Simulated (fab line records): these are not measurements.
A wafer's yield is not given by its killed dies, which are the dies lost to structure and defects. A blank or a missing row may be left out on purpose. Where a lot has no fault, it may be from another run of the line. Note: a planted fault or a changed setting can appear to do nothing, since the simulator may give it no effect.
fab line records | flow n5Finfet
record: lots: 7 wafers: 21
route steps=1938 shown BEOL_M1@770 BEOL_M2@858 BEOL_M3@931
startH: the number of hours between the record's first day and the start of the first shown wafer of the lot | waitH: how many hours have passed since the lot's step before this one | " the same as in the row above | L1.1+2: a single row standing in for several wafers | - value missing, or start not given | * or withheld: withheld | < > ~ a bound
route shown NAME@n: names a module that has steps shown in the file, with the first one's number in the route | usual: mean/standard deviation of fault-free wafers | same: alike in all rows | chamber/n: place in a boat | sites: per-site readings | _std_site: their standard deviation | _edge_site: inner sites' mean taken away from outer sites' mean | radiusMm: how far each site lies from the wafer's centre | mask NAME#n: copy n | behind: the most recent tool/chamber to have shaped the wafer | hold: cause of the lot's hold/its duration in hours/its outcome | device: the n, p or np transistor that did not switch | end of line: tests run on the same wafers once the route is complete | where a step has no rows: the recipe by itself | killed: dies lost to structure and defects at the first sort, not the wafer's yield | map: a wafer's dies, marking killed ones x, the rest . and places with no die _
set.NAME: the setting as run; set.NAME@STEP: as run at that earlier step | model.NAME: the simulator's own value behind a step, which no gauge read
lots with deliberately changed settings; one table per step, one row per wafer
== steps ==
step: N5_BEOL_M1_ETCH_64
recipe: chemistry: N2/H2 target: SOC targetDepthA: 750 overetchA: 150 maskMaterial: SiARC tempC: 40 timeS: 112.5 ionEnergyEv: 200 pressureMtorr: 30 sourceW: 840 biasW: 150 n2FlowSccm: 200 h2FlowSccm: 200
usual: rfVppV: 524/3
columns lot.wafer tool chamber startH waitH set.biasW rfVppV model.SiARC_of_BEOL_M1_COAT_62.thkNm
L075.1 rieDiel-01 3 138.02 0.0 150 526 7
L075.2 " 1 " " 150 527 6.8
L075.5 " 0 " " 150 526 7
L080.2 rieDiel-01 1 164.72 0.0 150 529 6.8
L080.5 " 3 " " 169.1 567 6.2
L080.6 " 2 " " 150 520 7
L081.1 rieDiel-04 1 174.25 0.0 158.1 542 6.4
L081.3 " 0 " " 150 524 6.8
L081.5 " 0 " " 150 520 6.8
L084.1 rieDiel-02 0 191.69 0.0 150 525 6.8
L084.2 " 1 " " 141.2 502 7.2
L084.3 " 2 " " 141.2 506 7.2
L088.2 rieDiel-02 1 217.11 0.0 150 522 6.8
L088.3 " 0 " " 150 525 6.8
L088.5 " 0 " " 150 523 6.8
L092.1 rieDiel-01 0 236.03 0.0 150 527 7
L092.4 " 1 " " 157.3 544 6.6
L092.5 " 2 " " 150 529 7
L096.1 rieDiel-04 2 264.69 0.0 150 527 6.8
L096.2 " 0 " " 142.4 507 7.4
L096.3 " 3 " " 142.4 501 7.2
step: N5_BEOL_M1_STRIP_65
recipe: chemistry: N2/H2 tempC: 40 n2FlowSccm: 200 h2FlowSccm: 200 rfFrequencyHz: 6e+07
step: N5_BEOL_M1_STRIP_75
recipe: chemistry: N2/H2 tempC: 40 n2FlowSccm: 200 h2FlowSccm: 200 rfFrequencyHz: 6e+07
step: N5_BEOL_M1_STRIP_66
recipe: chemistry: CF4 resist: SiARC powerW: 300 biasPowerW: 75 pressureMtorr: 50 cf4FlowSccm: 150 rfFrequencyHz: 6e+07
step: N5_BEOL_M1_HM_OPEN_17
recipe: chemistry: Cl2/BCl3 targetDepthA: 200 overetchA: 60 target: TiN maskMaterial: SOC ionEnergyEv: 150 pressureMtorr: 10 icpW: 1000 biasW: 126 Cl2_flow_sccm: 53.25 bcl3FlowSccm: 21.75 Ar_flow_sccm: 25
columns lot.wafer tool chamber startH waitH set.doseMj@BEOL_M1_EXPOSE_08 model.BEOL_M1.cdOffsetNm
L075.1 rieMetal-03 0 138.19 0.0 33 0.2
L075.2+5 " 1,0 " " 34.83 1
L080.2 rieMetal-02 0 164.91 0.1 31.58 -0.8
L080.5+6 " 0 " " 33 0.2
L081.1+5 rieMetal-01 0 174.42 0.0 33 0.2
L081.3 " 0 " " 34.35 0.8
L084.1+3 rieMetal-02 0 191.86 0.0 30.72 -1.6
L084.2 " 0 " " 33 0
L088.2 rieMetal-03 1 217.28 0.0 33 -0.2
L088.3 " 0 " " 33 -0.4
L088.5 " 0 " " 33 0
L092.1 rieMetal-03 1 236.20 0.0 30.95 -1.2
L092.4+5 " 1,0 " " 33 0.2
L096.1+2 rieMetal-03 0 264.86 0.0 33 0.4
L096.3 " 0 " " 33 0.2
step: N5_BEOL_M1_STRIP_19
recipe: chemistry: O2 powerW: 400 tempC: 40 pressureMtorr: 30 rfFrequencyHz: 6e+07 biasPowerW: 0 overashFraction: 0.2 o2FlowSccm: 225
step: N5_BEOL_M1_CD_MEAS_18
recipe: pitchNm: 36 targetCdNm: 18
usual: cdNm: 18.0/0.31
columns lot.wafer tool chamber startH waitH set.doseMj@BEOL_M1_EXPOSE_08 cdNm
L075.1 cdSem-01 - 138.51 0.0 33 18.0
L075.2 " - " " 34.83 19.1
L075.5 " - " " 34.83 19.4
L080.2 cdSem-01 - 165.16 0.1 31.58 17.0
L080.5 " - " " 33 18.3
L080.6 " - " " 33 17.7
L081.1 cdSem-03 - 174.64 0.0 33 18.3
L081.3 " - " " 34.35 18.7
L081.5 " - " " 33 18.0
L084.1 cdSem-01 - 192.13 0.0 30.72 16.3
L084.2 " - " " 33 17.5
L084.3 " - " " 30.72 16.4
L088.2 cdSem-03 - 217.46 0.1 33 18.2
L088.3 " - " " 33 17.8
L088.5 " - " " 33 17.9
L092.1 cdSem-02 - 236.38 0.0 30.95 16.6
L092.4 " - " " 33 18.0
L092.5 " - " " 33 18.0
L096.1 cdSem-02 - 265.13 0.0 33 18.4
L096.2 " - " " 33 18.4
L096.3 " - " " 33 18.1
step: N5_BEOL_M1_COAT_67
recipe: resist: SOC tempC: 250 timeS: 60 spinRpm: 1500 resistThkNm: 60
step: N5_BEOL_M1_COAT_68
recipe: resist: SiARC tempC: 220 timeS: 60 spinRpm: 1500 resistThkNm: 12
step: N5_BEOL_M1_PRECLEAN_42
recipe: chemistry: residueRemover timeS: 60 tempC: 40
step: N5_BEOL_M1_SRD_43
recipe: timeS: 30 tempC: 23 rinseLiquid: diw dry: ipaMarangoni
step: N5_BEOL_M1_CD_MEAS_35
recipe: targetCdNm: 18 targetCdYNm: 21 polarity: opening
usual: cdNm: 18.0/0.31
columns lot.wafer tool chamber startH waitH set.doseMj@BEOL_M1_EXPOSE_08 cdNm
L075.1 cdSem-01 - 142.83 0.0 33 17.8
L075.2 " - " " 34.83 18.6
L075.5 " - " " 34.83 18.9
L080.2 cdSem-02 - 173.90 0.0 31.58 17.5
L080.5 " - " " 33 18.2
L080.6 " - " " 33 18.4
L081.1 cdSem-02 - 182.49 0.0 33 18.1
L081.3 " - " " 34.35 18.6
L081.5 " - " " 33 17.9
L084.1 cdSem-02 - 197.12 0.0 30.72 16.2
L084.2 " - " " 33 18.0
L084.3 " - " " 30.72 16.7
L088.2 cdSem-03 - 227.48 0.0 33 17.5
L088.3 " - " " 33 17.3
L088.5 " - " " 33 17.9
L092.1 cdSem-02 - 238.04 0.0 30.95 16.9
L092.4 " - " " 33 18.1
L092.5 " - " " 33 18.5
L096.1 cdSem-02 - 266.60 0.0 33 18.4
L096.2 " - " " 33 19.0
L096.3 " - " " 33 18.0
step: N5_BEOL_M2_ETCH_74
recipe: chemistry: N2/H2 target: underlayer targetDepthA: 65 maskMaterial: CAR-EUV timeS: 5.2 ionEnergyEv: 200 pressureMtorr: 30 sourceW: 840 biasW: 150 n2FlowSccm: 200 h2FlowSccm: 200 ends: cleared
usual: etchRfOnTimeS: 5.19/0.093 rfVppV: 522.8/2.3
columns lot.wafer tool chamber startH waitH set.sourceW etchRfOnTimeS rfVppV
L075.1 rieDiel-05 1 150.41 0.0 840 5.23 521.0
L075.2 " 2 " " 840 5.19 521.0
L075.5 " 3 " " 840 5.26 523.5
L080.2 rieDiel-05 3 180.40 0.0 840 5.19 524.0
L080.5 " 3 " " 840 5.21 523.1
L080.6 " 0 " " 840 5.06 521.4
L081.1 rieDiel-05 1 188.00 0.0 914.6 4.84 503.9
L081.3 " 0 " " 914.6 4.80 508.5
L081.5 " 1 " " 840 5.19 520.4
L084.1 rieDiel-06 2 202.33 0.0 720.6 5.91 551.9
L084.2 " 1 " " 720.6 5.98 548.2
L084.3 " 3 " " 840 5.28 523.8
L088.2 rieDiel-06 2 235.02 0.0 840 5.28 523.2
L088.3 " 0 " " 840 5.07 524.3
L088.5 " 3 " " 840 5.09 521.1
L092.1 rieDiel-06 0 247.01 0.0 840 5.06 522.9
L092.4 " 2 " " 840 5.20 521.8
L092.5 " 1 " " 840 5.24 519.6
L096.1 rieDiel-03 0 272.70 0.0 840 5.40 520.5
L096.2 " 2 " " 890.4 4.87 517.0
L096.3 " 1 " " 840 5.06 521.5
step: N5_BEOL_M2_ETCH_64
recipe: chemistry: N2/H2 target: SOC targetDepthA: 750 overetchA: 225 maskMaterial: SiARC tempC: 40 timeS: 121.9 ionEnergyEv: 200 pressureMtorr: 30 sourceW: 840 biasW: 150 n2FlowSccm: 200 h2FlowSccm: 200
usual: rfVppV: 523.1/2.3
columns lot.wafer tool chamber startH waitH set.sourceW rfVppV
L075.1 rieDiel-05 1 150.46 0.0 986.1 493.2
L075.2 " 2 " " 986.1 496.5
L075.5 " 3 " " 840 522.8
L080.2 rieDiel-05 3 180.44 0.0 840 523.4
L080.5 " 3 " " 840 521.9
L080.6 " 0 " " 840 522.3
L081.1 rieDiel-05 1 188.05 0.0 760.6 537.5
L081.3 " 0 " " 760.6 540.5
L081.5 " 1 " " 760.6 536.7
L084.1 rieDiel-06 2 202.37 0.0 840 525.3
L084.2 " 1 " " 840 521.3
L084.3 " 3 " " 840 523.1
L088.2 rieDiel-06 2 235.06 0.0 840 525.2
L088.3 " 0 " " 840 522.3
L088.5 " 3 " " 840 523.9
L092.1 rieDiel-06 0 247.05 0.0 840 522.2
L092.4 " 2 " " 910.2 511.8
L092.5 " 1 " " 910.2 506.7
L096.1 rieDiel-03 0 272.74 0.0 693.9 553.4
L096.2 " 2 " " 840 527.5
L096.3 " 1 " " 693.9 556.4
step: N5_BEOL_M2_COAT_67
recipe: resist: SOC tempC: 250 timeS: 60 spinRpm: 1500 resistThkNm: 60
columns lot.wafer tool chamber startH waitH set.spinRpm model.SOC_of_BEOL_M2_COAT_67.thkNm
L075.1 lithoTrack-03 0 150.99 0.0 1457 60.8
L075.2 " 0 " " 1457 61
L075.5 " 0 " " 1457 61.2
L080.2 lithoTrack-03 0 180.83 0.0 1500 60
L080.5+6 " 0 " " 1500 59.8
L081.1 lithoTrack-03 0 188.44 0.0 1545 59.2
L081.3+5 " 0 " " 1500 60
L084.1 lithoTrack-05 0 202.76 0.0 1425 62
L084.2 " 0 " " 1425 61.8
L084.3 " 0 " " 1500 60.2
L088.2 lithoTrack-05 0 235.73 0.0 1500 59.8
L088.3+5 " 0 " " 1500 60
L092.1+4 lithoTrack-01 0 247.46 0.0 1500 60
L092.5 " 0 " " 1500 60.2
L096.1 lithoTrack-03 0 273.22 0.0 1407 62.2
L096.2 " 0 " " 1407 62
L096.3 " 0 " " 1500 60.2
step: N5_BEOL_M2_EXPOSE_25
recipe: maskId: V1 na: 0.33 sourceShape: quasar sigmaInner: 0.2 sigmaOuter: 0.8 polarization: unpolarized defocusNm: 5 doseMj: 63
columns lot.wafer tool chamber startH waitH mask set.doseMj
L075.1 euvScanner-02 0 151.25 - V1#0 58.9
L075.2+5 " 0 " " V1#0 63
L080.2+6 euvScanner-02 0 181.11 - V1#0 63
L080.5 " 0 " " V1#0 64.25
L081.1+5 euvScanner-02 0 188.58 - V1#0 63
L081.3 " 0 " " V1#0 64.63
L084.1+2+3 euvScanner-02 0 203.03 - V1#0 63
L088.2+3+5 euvScanner-02 0 235.88 - V1#0 63
L092.1+4+5 euvScanner-01 0 247.72 - V1#0 63
L096.1 euvScanner-01 0 273.48 - V1#0 58.45
L096.2+3 " 0 " " V1#0 63
step: N5_BEOL_M2_PEB_26
recipe: pebTempC: 100 pebTimeS: 60 resist: CAR-EUV
step: N5_BEOL_M2_DEVELOP_27
recipe: developTimeS: 30 developer: TMAH resist: CAR-EUV rinseLiquid: surfactantRinse dry: airSpin devTempC: 23
step: N5_BEOL_M2_ALD_98
recipe: material: SiO2 targetThkA: 25 tempC: 100 aldPrecursorFamily: BDEAS aldCoReactant: O2-plasma pulseTimeS: 1 coReactantPulseTimeS: 1 purgeTimeS: 2 coReactantPurgeTimeS: 2 aldCycles: 17 pressureTorr: 2
step: N5_BEOL_M2_ETCHBACK_99
recipe: chemistry: CHF3 target: SiO2 targetDepthA: 50 timeS: 10.4 sourceW: 215 biasW: 47 Ar_flow_sccm: 200 CHF3_flow_sccm: 12 ionEnergyEv: 100 pressureMtorr: 30
step: N5_BEOL_M2_ETCH_70
recipe: chemistry: N2/H2 target: SOC targetDepthA: 800 overetchA: 240 maskMaterial: SiARC tempC: 40 timeS: 130 ionEnergyEv: 200 pressureMtorr: 30 sourceW: 840 biasW: 150 n2FlowSccm: 200 h2FlowSccm: 200
columns lot.wafer tool chamber startH waitH set.spinRpm@BEOL_M2_COAT_67 model.etch.depthNm
L075.1 rieDiel-03 0 168.73 0.0 1457 60.86
L075.2 " 1 " " 1457 61.05
L075.5 " 3 " " 1457 61.14
L080.2 rieDiel-03 2 199.92 0.0 1500 59.96
L080.5+6 " 0,1 " " 1500 59.89
L081.1 rieDiel-06 1 203.29 0.0 1545 59.29
L081.3+5 " 3 " " 1500 60.02
L084.1 rieDiel-06 2 222.49 0.0 1425 61.9
L084.2 " 1 " " 1425 61.81
L084.3 " 0 " " 1500 60.19
L088.2 rieDiel-03 1 242.59 0.0 1500 59.86
L088.3 " 3 " " 1500 60.07
L088.5 " 0 " " 1500 60.05
L092.1 rieDiel-03 0 271.46 0.0 1500 60.02
L092.4 " 1 " " 1500 60.09
L092.5 " 0 " " 1500 60.24
L096.1 rieDiel-06 3 303.28 0.0 1407 62.27
L096.2 " 2 " " 1407 62.05
L096.3 " 0 " " 1500 60.2
step: N5_BEOL_M2_STRIP_71
recipe: chemistry: N2/H2 tempC: 40 n2FlowSccm: 200 h2FlowSccm: 200 rfFrequencyHz: 6e+07
step: N5_BEOL_M2_STRIP_78
recipe: chemistry: N2/H2 tempC: 40 n2FlowSccm: 200 h2FlowSccm: 200 rfFrequencyHz: 6e+07
step: N5_BEOL_M2_VIA_ETCH_34
recipe: chemistry: C4F6/O2 targetDepthA: 694 maskMaterial: SOC pressureMtorr: 15 ionEnergyEv: 250 taperDeg: 4 timeS: 65.9 sourceW: 350 biasW: 170 Ar_flow_sccm: 300 C4F6_flow_sccm: 10 O2_flow_sccm: 10
columns lot.wafer tool chamber startH waitH set.spinRpm@BEOL_M2_COAT_67 model.SOC_of_BEOL_M2_COAT_67.thkNm
L075.1+5 rieDiel-03 0,3 168.84 0.0 1457 53
L075.2 " 1 " " 1457 52.8
L080.2 rieDiel-03 2 200.02 0.0 1500 51.6
L080.5 " 0 " " 1500 52
L080.6 " 1 " " 1500 51.8
L081.1 rieDiel-06 1 203.40 0.0 1545 51.2
L081.3+5 " 3 " " 1500 52
L084.1+2 rieDiel-06 2,1 222.59 0.0 1425 53.8
L084.3 " 0 " " 1500 51.8
L088.2 rieDiel-03 1 242.70 0.0 1500 51.4
L088.3 " 3 " " 1500 52
L088.5 " 0 " " 1500 52.2
L092.1 rieDiel-03 0 271.56 0.0 1500 52.2
L092.4 " 1 " " 1500 51.8
L092.5 " 0 " " 1500 52.4
L096.1+2 rieDiel-06 3,2 303.39 0.0 1407 53.8
L096.3 " 0 " " 1500 52
step: N5_BEOL_M3_ILD_DEP_00
recipe: material: SiOC targetThkA: 790 tempC: 350 precursor: DEMS/O2 pressureTorr: 5 rfW: 500 timeS: 15.3
columns lot.wafer tool chamber startH waitH set.timeS model.SiOC_of_BEOL_M3_ILD_DEP_00.thkNm
L075.1 pecvd-02 0 174.27 0.0 15.3 79
L075.2 " 2 " " 15.3 80.8
L075.5 " 1 " " 15.3 80.4
L080.2 pecvd-02 1 204.85 0.0 15.3 77.6
L080.5 " 0 " " 15.3 79.4
L080.6 " 1 " " 14.67 75
L081.1 pecvd-02 1 207.90 0.0 13.67 69.4
L081.3 " 2 " " 15.3 79
L081.5 " 0 " " 13.67 70.8
L084.1 pecvd-04 0 226.91 0.0 16.55 84.8
L084.2 " 1 " " 15.3 78.6
L084.3 " 1 " " 16.55 85.4
L088.2 pecvd-02 0 248.03 0.0 15.3 78
L088.3 " 1 " " 15.3 78.4
L088.5 " 1 " " 15.3 79.6
L092.1 pecvd-02 2 275.74 0.0 15.3 78.8
L092.4 " 1 " " 13.78 71
L092.5 " 0 " " 15.3 80
L096.1 pecvd-03 0 307.69 0.0 16.93 86.6
L096.2 " 2 " " 15.3 77.6
L096.3 " 1 " " 16.93 86.8
step: N5_BEOL_M3_THK_MEAS_01
recipe: reads: SiOC_of_BEOL_M3_ILD_DEP_00
usual: M3_ILD_THK: 79.1/0.96
columns lot.wafer tool chamber startH waitH set.timeS@BEOL_M3_ILD_DEP_00 M3_ILD_THK[nm]
L075.1 filmMetro-02 - 174.34 0.0 15.3 79.0
L075.2 " - " " 15.3 80.8
L075.5 " - " " 15.3 80.3
L080.2 filmMetro-02 - 204.92 0.1 15.3 77.6
L080.5 " - " " 15.3 79.5
L080.6 " - " " 14.67 75.0
L081.1 filmMetro-02 - 207.97 0.0 13.67 69.3
L081.3 " - " " 15.3 79.1
L081.5 " - " " 13.67 70.7
L084.1 filmMetro-02 - 226.99 0.1 16.55 84.7
L084.2 " - " " 15.3 78.5
L084.3 " - " " 16.55 85.4
L088.2 filmMetro-02 - 248.10 0.1 15.3 78.0
L088.3 " - " " 15.3 78.4
L088.5 " - " " 15.3 79.6
L092.1 filmMetro-02 - 275.81 0.0 15.3 78.8
L092.4 " - " " 13.78 71.1
L092.5 " - " " 15.3 79.9
L096.1 filmMetro-01 - 307.75 0.0 16.93 86.6
L096.2 " - " " 15.3 77.6
L096.3 " - " " 16.93 86.9
== key ==
split: step: N5_BEOL_M1_ETCH_64 setting: biasW stated: 150 by: wafer
response: step: N5_BEOL_M1_ETCH_64 reading: rfVppV change: +3.5 per: 1% r: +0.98
response: step: N5_BEOL_M1_ETCH_64 reading: model.SiARC_of_BEOL_M1_COAT_62.thkNm change: -0.0651 per: 1% r: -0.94
split: step: N5_BEOL_M2_ETCH_74 setting: sourceW stated: 840 by: wafer
response: step: N5_BEOL_M2_ETCH_74 reading: etchRfOnTimeS change: * per: 1% r: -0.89
response: step: N5_BEOL_M2_ETCH_74 reading: rfVppV change: -1.65 per: 1% r: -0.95
split: step: N5_BEOL_M2_ETCH_64 setting: sourceW stated: 840 by: wafer
response: step: N5_BEOL_M2_ETCH_64 reading: rfVppV change: -1.59 per: 1% r: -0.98
split: step: N5_BEOL_M2_COAT_67 setting: spinRpm stated: 1500 by: wafer
response: step: N5_BEOL_M2_COAT_67 reading: model.SOC_of_BEOL_M2_COAT_67.thkNm change: -0.313 per: 1% r: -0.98
response: step: N5_BEOL_M2_ETCH_70 reading: model.etch.depthNm change: -0.313 per: 1% r: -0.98
response: step: N5_BEOL_M2_VIA_ETCH_34 reading: model.SOC_of_BEOL_M2_COAT_67.thkNm change: -0.325 per: 1% r: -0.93
split: step: N5_BEOL_M2_EXPOSE_25 setting: doseMj stated: 63 by: wafer
response none clear
split: step: N5_BEOL_M3_ILD_DEP_00 setting: timeS stated: 15.3 by: wafer
response: step: N5_BEOL_M3_ILD_DEP_00 reading: model.SiOC_of_BEOL_M3_ILD_DEP_00.thkNm change: +0.837 per: 1% r: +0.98
response: step: N5_BEOL_M3_THK_MEAS_01 reading: M3_ILD_THK change: +0.84 per: 1% r: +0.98
split outsideThisFile step=N5_BEOL_M1_EXPOSE_08 setting=doseMj
split outsideThisFile: this setting was split too, and the file shows its column; the key of that split is in another file
